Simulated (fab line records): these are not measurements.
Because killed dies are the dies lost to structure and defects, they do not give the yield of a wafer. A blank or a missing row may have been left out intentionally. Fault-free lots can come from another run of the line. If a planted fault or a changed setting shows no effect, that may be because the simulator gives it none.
Matching of chambers + flow nand-harc + NHARC_P_BONDPAD_ACTIVATE_29 on rie-diel-12 has 4 sister chambers
The step chemistry N2, time 60 s. 14 wafers are shown with their chamber, then 7 later ones without.

## WAFERS WITH THEIR CHAMBER
| wafer  | chamber | drypump-motor-current-A (A) | rf-vpp-V (V) | oes-product-au (a.u.) |
|--------|---------|-----------------------------|--------------|-----------------------|
| L079.3 | 1       | 5.8                         | 63.1         | 1.004                 |
| L079.4 | 3       | 5.1                         | 64.6         | 1.027                 |
| L079.6 | 0       | 5.9                         | 62.1         | 1.009                 |
| L080.2 | 3       | 5.1                         | 64.4         | 1.009                 |
| L080.4 | 1       | 5.8                         | 64.4         | 1.016                 |
| L080.5 | 3       | 5.1                         | 64.4         | 0.998                 |
| L085.1 | 3       | 5.1                         | 64.2         | 1.003                 |
| L085.3 | 1       | 5.9                         | 63.7         | 1.011                 |
| L085.6 | 1       | 5.8                         | 63.6         | 1.003                 |
| L090.1 | 2       | 5.5                         | 64.4         | 0.993                 |
| L090.2 | 3       | 5.1                         | 63.9         | 0.964                 |
| L090.3 | 0       | 5.9                         | 64.6         | 0.990                 |
| L092.1 | 0       | 6.0                         | 63.7         | 0.989                 |
| L092.3 | 3       | 5.1                         | 63.1         | 0.976                 |

SIGNATURES (averages over the wafers above)
| reading                 | chamber 0 | chamber 1 | chamber 2 | chamber 3 | scatter within a chamber |
|-------------------------|-----------|-----------|-----------|-----------|--------------------------|
| drypump-motor-current-A | 5.933     | 5.825     | 5.500     | 5.100     | 0.0376                   |
| rf-vpp-V                | 63.467    | 63.700    | 64.400    | 64.100    | 0.745                    |
| oes-product-au          | 0.99600   | 1.00850   | 0.99300   | 0.99617   | 0.0172                   |
Rule: a wafer lies at a distance from a chamber equal to the root of the sum of squares, over the readings, of (its reading less the chamber's mean, divided by the reading's scatter). If the next closest chamber is less than 2 further off than the closest, the wafer can't be placed; otherwise it belongs to the closest. The scatter is the square root of a quotient: the sum, over the shown wafers, of each reading's squared deviation from its chamber's mean, divided by wafers minus chambers.

## WAFERS WHOSE CHAMBER IS MISSING
| wafer  | drypump-motor-current-A (A) | rf-vpp-V (V) | oes-product-au (a.u.) |
|--------|-----------------------------|--------------|-----------------------|
| L092.5 | 5.8                         | 64.9         | 1.024                 |
| L093.3 | 5.6                         | 65.2         | 0.995                 |
| L093.5 | 5.6                         | 63.4         | 1.010                 |
| L093.6 | 5.8                         | 63.6         | 1.015                 |
| L094.1 | 5.8                         | 64.7         | 1.025                 |
| L094.4 | 5.6                         | 63.7         | 0.999                 |
| L094.5 | 5.1                         | 63.2         | 0.970                 |

## THE CHAMBER EACH PASSED THROUGH
| wafer  | from the rows above | in truth |
|--------|---------------------|----------|
| L092.5 | 1                   | 1        |
| L093.3 | 2                   | 2        |
| L093.5 | 2                   | 2        |
| L093.6 | 1                   | 1        |
| L094.1 | 1                   | 1        |
| L094.4 | 2                   | 2        |
| L094.5 | 3                   | 3        |
Correctly placed: 7 of 7. From these rows, 0 cannot be placed. Wrongly placed: 0.
